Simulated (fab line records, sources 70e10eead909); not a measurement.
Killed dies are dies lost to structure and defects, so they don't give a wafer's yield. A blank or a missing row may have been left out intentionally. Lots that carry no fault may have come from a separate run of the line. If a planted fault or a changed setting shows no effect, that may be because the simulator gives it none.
Matching of chambers :: flow nand-harc :: NHARC_A_CONTACT_ETCH_75 on rie-diel-03 has 4 sister chambers
The step etches the open film in CF4, target depth 39 nm, time 65 s. 8 wafers are shown with their chamber, then 7 later ones without.

WAFERS, EACH WITH ITS CHAMBER
wafer: L238.2
chamber: 2
drypump-motor-current-A (A): 5.5
rf-vpp-V (V): 151.7

wafer: L241.3
chamber: 3
drypump-motor-current-A (A): 6.7
rf-vpp-V (V): 149.6

wafer: L239.2
chamber: 1
drypump-motor-current-A (A): 6.0
rf-vpp-V (V): 149.2

wafer: L243.2
chamber: 0
drypump-motor-current-A (A): 5.9
rf-vpp-V (V): 151.2

wafer: L243.3
chamber: 3
drypump-motor-current-A (A): 6.6
rf-vpp-V (V): 150.6

wafer: L243.6
chamber: 1
drypump-motor-current-A (A): 6.0
rf-vpp-V (V): 148.9

wafer: L247.1
chamber: 0
drypump-motor-current-A (A): 5.9
rf-vpp-V (V): 150.0

wafer: L247.3
chamber: 2
drypump-motor-current-A (A): 5.6
rf-vpp-V (V): 152.2

WAFERS WITH NO CHAMBER GIVEN
wafer: L247.5
drypump-motor-current-A (A): 6.6
rf-vpp-V (V): 150.4

wafer: L254.1
drypump-motor-current-A (A): 6.7
rf-vpp-V (V): 148.8

wafer: L254.3
drypump-motor-current-A (A): 6.0
rf-vpp-V (V): 149.6

wafer: L254.6
drypump-motor-current-A (A): 5.9
rf-vpp-V (V): 150.8

wafer: L259.1
drypump-motor-current-A (A): 6.7
rf-vpp-V (V): 150.3

wafer: L259.3
drypump-motor-current-A (A): 5.5
rf-vpp-V (V): 151.1

wafer: L259.6
drypump-motor-current-A (A): 6.0
rf-vpp-V (V): 150.0

CHAMBER TAKEN BY EACH
wafer: L247.5
from the rows above: 3
in truth: 3

wafer: L254.1
from the rows above: 3
in truth: 3

wafer: L254.3
from the rows above: can't be placed: 1 or 0
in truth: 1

wafer: L254.6
from the rows above: 0
in truth: 0

wafer: L259.1
from the rows above: 3
in truth: 3

wafer: L259.3
from the rows above: 2
in truth: 2

wafer: L259.6
from the rows above: can't be placed: 1 or 0
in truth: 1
Correct placement for 5 of the 7. Unplaceable from these rows: 2, with the true chamber sitting among the candidates in 2. 0 placed wrongly.
How it was worked out, from the rows above alone: a wafer's distance from a chamber is the root of the sum, over the readings, of the square of ((its reading less the chamber's mean) divided by the reading's scatter). The wafer belongs to the nearest chamber; if the next one is less than 2 further off, it can't be placed. Each chamber's mean is taken over the wafers shown for it. The scatter: the root of (the sum of the squares of (reading less its chamber's mean) over the shown wafers, divided by (wafers less chambers)).
